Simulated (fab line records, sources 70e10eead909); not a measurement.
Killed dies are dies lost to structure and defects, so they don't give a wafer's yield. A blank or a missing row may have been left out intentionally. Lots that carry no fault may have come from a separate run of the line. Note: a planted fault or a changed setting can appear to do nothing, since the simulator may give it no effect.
Chamber matching    flow nandHarc    NHARC_A_STAIRCASE_DESCUM_186 on rieDiel-02: 4 sister chambers
The step chemistry O2, time 3 s. 16 wafers are shown with their chamber, then 8 later ones without.

## WAFERS PAIRED WITH THEIR CHAMBERS
wafer   chamber  showerheadPlenumPTorr (Torr)  drypumpMotorCurrentA (A)  chamberPressureMTorr (mTorr)
L076.2  2        1.82                          5.9                       60.01
L076.5  2        1.82                          5.9                       59.89
L076.6  1        1.96                          5.3                       60.06
L083.2  3        2.04                          5.3                       60.05
L083.4  1        1.96                          5.3                       59.98
L083.5  0        1.80                          5.6                       59.98
L084.2  1        1.96                          5.4                       59.98
L084.3  2        1.81                          6.0                       59.93
L084.4  3        2.04                          5.3                       60.04
L085.1  1        1.95                          5.4                       60.05
L085.5  3        2.03                          5.2                       60.09
L085.6  0        1.80                          5.6                       60.07
L087.2  1        1.95                          5.4                       60.00
L087.4  2        1.81                          6.0                       59.97
L087.6  1        1.95                          5.3                       60.00
L090.1  2        1.81                          5.9                       59.98

SIGNATURES, as means of the wafers listed above
reading                chamber 0  chamber 1  chamber 2  chamber 3  scatter within a chamber
showerheadPlenumPTorr  1.8000     1.9550     1.8140     2.0367     0.0053
drypumpMotorCurrentA   5.600      5.350      5.940      5.267      0.053
chamberPressureMTorr   60.0250    60.0117    59.9560    60.0600    0.0411
Rule: for a wafer and a chamber, the distance is found by dividing, reading by reading, the gap between the wafer's reading and the chamber's mean by the reading's scatter, squaring, summing and taking the root. If the next closest chamber is less than 2 further off than the closest, the wafer can't be placed; otherwise it belongs to the closest. How the scatter is found: for the shown wafers, subtract from each reading the mean of its chamber, square and add these, divide the total by (wafers less chambers), then take the root.

## WAFERS WITHOUT THEIR CHAMBER
wafer   showerheadPlenumPTorr (Torr)  drypumpMotorCurrentA (A)  chamberPressureMTorr (mTorr)
L090.4  1.95                          5.4                       59.93
L090.6  1.79                          5.6                       59.97
L093.2  1.95                          5.4                       60.12
L093.3  2.02                          5.3                       59.95
L093.6  2.02                          5.3                       60.04
L094.2  1.80                          6.0                       59.96
L094.5  1.79                          5.6                       60.09
L094.6  2.02                          5.3                       60.00

## CHAMBER TAKEN BY EACH
wafer   from the rows above  in truth
L090.4  1                    1
L090.6  0                    0
L093.2  1                    1
L093.3  3                    3
L093.6  3                    3
L094.2  2                    2
L094.5  0                    0
L094.6  3                    3
Correct placement for 8 of the 8. Can't be placed from these rows: 0. 0 placed wrongly.
